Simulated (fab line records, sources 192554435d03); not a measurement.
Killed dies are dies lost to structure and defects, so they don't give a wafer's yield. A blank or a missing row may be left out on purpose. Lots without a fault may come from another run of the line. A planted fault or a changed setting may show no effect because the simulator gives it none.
A struck lot beside a sound one | flow n5_finfet | 23 steps out of a route of 1938
Sound: wafers L456.2, L456.3, L456.4. Struck: wafer L466.2. (L466.3, L466.5 of the same lot were not struck and are left out.) The cause comes at the end.
At each step with rows: each side's tool, then ch and its chambers, then its first start. Under that, the readings that differ: sound wafers | struck wafers | difference of the means | sigmas: that difference in standard deviations of wafers without a fault.
alike: readings whose means differ by less than 2 such deviations, and words and numbers that are the same on both sides. not compared: withheld readings, readings that some wafer has no value for, bounds like >300 that may hide the same value, and numbers for which the record gives no deviation and whose values overlap.
The two part at a step that has a row with sigmas, a row that says differs or no value, or rows on one side only. Numbers that don't overlap but have no deviation are shown without sigmas and don't part them. A reading that every wafer of one side lacks parts them only if that side has two wafers or more.

first, 1 step without rows for these wafers: N5_WELL_APT_HARDBAKE_12 (time 120 s).
N5_WELL_APT_CD_MEAS_08: target cd 200 nm.
  sound on cd_sem-01 ch 0, day 1 13:38; struck on cd_sem-02 ch 0, day 4 01:41
  alike: cd_nm
N5_WELL_APT_OVL_MEAS_09:
  sound on overlay-02 ch 0, day 1 13:40; struck on overlay-02 ch 0, day 4 01:43
  alike: NWELL_OVL
N5_WELL_APT_INSPECT_10: inspects for defects (macro).
  sound on defect_inspect-02, day 1 13:41; struck on defect_inspect-01, day 4 01:44
  alike: raw_defect_count
N5_WELL_APT_DESCUM_13: chemistry O2, time 7.9 s.
  sound on rie_diel-02 ch 1,2,3, day 1 13:43; struck on rie_diel-02 ch 3, day 4 02:00
  reading                | sound      | struck | difference | sigmas
  rf_hours_counter_h (h) | 196 75 136 | 213    | +77        |
  alike: chamber_pressure_mTorr, drypump_motor_current_A, oes_product_au, rf_vpp_V, showerhead_plenum_p_Torr, throttle_valve_pct
then, 7 steps without rows for these wafers: N5_WELL_APT_IMPLANT_14; N5_WELL_APT_IMPLANT_15; N5_WELL_APT_STRIP_16 (strips in SPM, time 900 s); N5_WELL_APT_HMDS_18 (time 60 s); N5_WELL_APT_COAT_19 (resist thk 950 nm); N5_WELL_APT_EBR_21; N5_WELL_APT_SOFTBAKE_20 (time 60 s).
N5_WELL_APT_EXPOSE_22: exposes mask PWELL, defocus 0 nm, target cd 200 nm.
  sound on krf_scanner-01 ch 0, day 1 14:43; struck on krf_scanner-01 ch 0, day 4 02:53
  alike: mask, exposure_dose_mJ_cm2
then, 3 steps without rows for these wafers: N5_WELL_APT_PEB_23 (peb time 90 s); N5_WELL_APT_DEVELOP_24 (develop time 45 s); N5_WELL_APT_HARDBAKE_29 (time 120 s).
N5_WELL_APT_CD_MEAS_25: target cd 200 nm.
  sound on cd_sem-02 ch 0, day 1 14:53; struck on cd_sem-02 ch 0, day 4 03:03
  reading    | sound             | struck | difference | sigmas
  cd_nm (nm) | 198.1 199.4 200.3 | 184.9  | -14.4      | -6
N5_WELL_APT_OVL_MEAS_26:
  sound on overlay-02 ch 0, day 1 14:55; struck on overlay-01 ch 0, day 4 03:05
  alike: PWELL_OVL
N5_WELL_APT_INSPECT_27: inspects for defects (macro).
  sound on defect_inspect-02, day 1 14:56; struck on defect_inspect-02, day 4 03:07
  alike: raw_defect_count
N5_WELL_APT_DESCUM_30: chemistry O2, time 7.9 s.
  sound on rie_diel-05 ch 0,3, day 1 14:59; struck on rie_diel-05 ch 0, day 4 03:43
  reading                         | sound           | struck | difference | sigmas
  showerhead_plenum_p_Torr (Torr) | 2.00 2.19 2.19  | 1.99   | -0.14      | -2
  model.WELL_APT.cd_nm (nm)       | 198 199.8 200.3 | 184.5  | -14.9      |
  alike: chamber_pressure_mTorr, drypump_motor_current_A, oes_product_au, rf_vpp_V, throttle_valve_pct
  not compared: rf_hours_counter_h
then, 1 step without rows for these wafers: N5_WELL_APT_IMPLANT_31.
-- the record jumps here: 7 days lie between the struck wafers' starts before and after (it left off in module WELL_APT and takes up again in module BEOL_M4, whose first step shown is number 1111 of the route) --
N5_BEOL_M4_RC_MEAS_101:
  sound on prober-01 ch 0, day 8 10:47; struck on prober-02 ch 0, day 11 12:56
  reading        | sound          | struck | difference | sigmas
  DIBL_N (mV/V)  | 33.2 31.7 34.6 | 39.9   | +6.7       | +3
  DIBL_P (mV/V)  | 33.3 33.4 33.1 | 42.9   | +9.6       | +3
  IOFF_N (nA/um) | 0.11 0.09 0.12 | 0.25   | +0.14      | +3
  IOFF_P (nA/um) | 0.14 0.14 0.13 | 0.29   | +0.15      | +3
  SS_N (mV/dec)  | 70.3 69.8 71.3 | 72.6   | +2.1       | +3
  SS_P (mV/dec)  | 72.2 72.1 72.3 | 75.1   | +2.9       | +4
  VT_N (mV)      | 254 259 257    | 242    | -15        | -4
  VT_P (mV)      | -258 -257 -260 | -247   | +11        | +3
  alike: ION_N, ION_P
then, 1 step without rows for these wafers: N5_PASSIVATION_PROBE_49.

WHERE THEY PART
First at N5_WELL_APT_CD_MEAS_25; last, within this record, at N5_BEOL_M4_RC_MEAS_101.

WHY: what the simulator had put in
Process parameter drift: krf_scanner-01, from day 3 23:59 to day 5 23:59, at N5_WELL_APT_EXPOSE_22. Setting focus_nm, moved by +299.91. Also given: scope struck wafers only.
